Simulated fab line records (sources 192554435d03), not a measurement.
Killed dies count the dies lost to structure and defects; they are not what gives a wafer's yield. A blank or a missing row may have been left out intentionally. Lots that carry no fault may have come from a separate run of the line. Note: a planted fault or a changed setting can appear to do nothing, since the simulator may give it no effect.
Matching of chambers -- flow n5-finfet -- N5_BEOL_M6_ETCH_62 on rie-diel-01 has 4 sister chambers
The step etches SOC in N2/H2, target depth 110 nm, overetch 22 nm, time 165 s. 8 wafers are shown with their chamber, then 8 later ones without.

## WAFERS WITH THEIR CHAMBER
wafer,chamber,throttle-valve-pct (%),showerhead-plenum-p-Torr (Torr)
L074.5,2,18.04,2.56
L081.6,1,17.57,2.57
L087.2,0,17.94,2.56
L087.3,3,18.05,2.51
L087.6,0,17.94,2.56
L089.1,2,18.10,2.55
L089.4,1,17.61,2.56
L089.6,3,18.04,2.51

## WAFERS WITHOUT THEIR CHAMBER
wafer,throttle-valve-pct (%),showerhead-plenum-p-Torr (Torr)
L090.3,18.06,2.50
L090.4,17.96,2.56
L090.6,17.62,2.56
L092.3,17.63,2.56
L092.5,18.11,2.55
L092.6,18.08,2.50
L097.3,18.13,2.54
L097.5,18.01,2.55

## THE CHAMBER EACH PASSED THROUGH
wafer,from the rows above,in truth
L090.3,3,3
L090.4,0,0
L090.6,1,1
L092.3,1,1
L092.5,2,2
L092.6,3,3
L097.3,2,2
L097.5,can't be placed: 2 or 0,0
Placed correctly: 7 of 8. Not placeable from these rows: 1 (in 1, the candidates include the true chamber). Wrongly placed: 0.
How it was worked out, from the rows above alone: a wafer's distance from a chamber is the root of the sum, over the readings, of the square of ((its reading less the chamber's mean) divided by the reading's scatter). If the next closest chamber is less than 2 further off than the closest, the wafer can't be placed; otherwise it belongs to the closest. Each chamber's mean is taken over the wafers shown for it. The scatter is the square root of a quotient: the sum, over the shown wafers, of each reading's squared deviation from its chamber's mean, divided by wafers minus chambers.
